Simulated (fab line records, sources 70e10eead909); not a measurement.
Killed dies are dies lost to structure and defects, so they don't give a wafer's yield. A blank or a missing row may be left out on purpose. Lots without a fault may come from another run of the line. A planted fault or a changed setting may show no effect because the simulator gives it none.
Chamber matching | flow nand_harc | NHARC_A_CHANNEL_HOLE_D1_ETCH_38 on rie_diel-13: 4 sister chambers
The step etches the open film in CF4, target depth 39 nm, time 65 s. 4 wafers are shown with their chamber, then 9 later ones without.

WAFERS WITH THEIR CHAMBER
wafer  | chamber | drypump_motor_current_A (A)
L083.5 | 0       | 5.4
L083.2 | 1       | 6.3
L083.4 | 2       | 5.5
L083.6 | 3       | 6.2

WAFERS WITHOUT THEIR CHAMBER
wafer  | drypump_motor_current_A (A)
L087.2 | 6.3
L087.4 | 5.4
L087.5 | 6.3
L091.1 | 5.5
L091.4 | 6.1
L091.6 | 6.3
L095.1 | 5.4
L095.3 | 6.3
L095.6 | 5.4

WHICH CHAMBER EACH WENT THROUGH
wafer  | from the rows above | in truth
L087.2 | 1                   | 1
L087.4 | 0                   | 0
L087.5 | 1                   | 1
L091.1 | 2                   | 2
L091.4 | 3                   | 3
L091.6 | 1                   | 1
L095.1 | 0                   | 0
L095.3 | 1                   | 1
L095.6 | 0                   | 0
Placed correctly: 9 of 9. Can't be placed from these rows: 0. Placed wrongly: 0.
How it was worked out, from the rows above alone: a wafer's distance from a chamber is the root of the sum, over the readings, of the square of ((its reading less the chamber's mean) divided by the reading's scatter). The wafer belongs to the nearest chamber; if the next one is less than 2 further off, it can't be placed. A chamber's mean is the mean of its shown wafers. The scatter: with one shown wafer a chamber, the root of the mean of the squares of how far each hidden wafer lies from its nearest shown one.
